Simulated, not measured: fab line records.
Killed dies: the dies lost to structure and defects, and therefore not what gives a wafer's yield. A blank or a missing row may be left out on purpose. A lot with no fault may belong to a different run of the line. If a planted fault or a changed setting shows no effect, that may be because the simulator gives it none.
Which of the tools did it?	flow n5-finfet	33 wafers sampled from 11 lots at 1 step of a route of 1938

WHAT EACH GAUGE READ, for each wafer
N5_BEOL_M5_OVL_MEAS_12.
lot	measured	on	M5_OVL (nm)
L248	day 9 20:16	overlay-02	1.0 1.5 0.6
L250	day 10 11:31	overlay-01	0.3 -0.2 0.1
L251	day 11 01:59	overlay-02	0.1 0.8 0.1
L249	day 11 04:55	overlay-01	0.5 0.7 0.8
L254	day 12 00:35	overlay-01	0.2 -0.2 1.1
L261	day 13 03:12	overlay-01	1.7 0.5 0.9
L262	day 14 09:46	overlay-02	1.5 0.4 1.2
L266	day 14 19:06	overlay-01	1.1 0.2 0.7
L265	day 14 19:11	overlay-02	0.2 -0.3 -1.2
L267	day 15 02:39	overlay-02	-0.6 -1.0 -0.8
L271	day 15 16:14	overlay-02	-0.1 -0.6 -0.3

EACH LOT AND THE TOOL THAT RAN IT (in order: tool; ch and the chambers of the sampled wafers; start)
The record holds no process step before these readings.

THE ANSWER, worked out from the rows above alone
Rule: the usual values come from the lots themselves. Put in order of their means at a reading, lots are off if they are a third of the lots or fewer, leave a main group of 4 or more, and stand apart from it by a gap of 3 or more times the standard deviation of the main group's means; of several such gaps the widest counts. The tables above print the reading to a certain number of digits; a main group whose means all agree to those digits is not used. Also off: a lot with no number at a reading for which 4 or more lots have one. Any other lot the step has rows for is counted as sound.
Nothing can be told from this: no lot is off at any reading shown.

WHAT THE SIMULATOR HAD PUT IN
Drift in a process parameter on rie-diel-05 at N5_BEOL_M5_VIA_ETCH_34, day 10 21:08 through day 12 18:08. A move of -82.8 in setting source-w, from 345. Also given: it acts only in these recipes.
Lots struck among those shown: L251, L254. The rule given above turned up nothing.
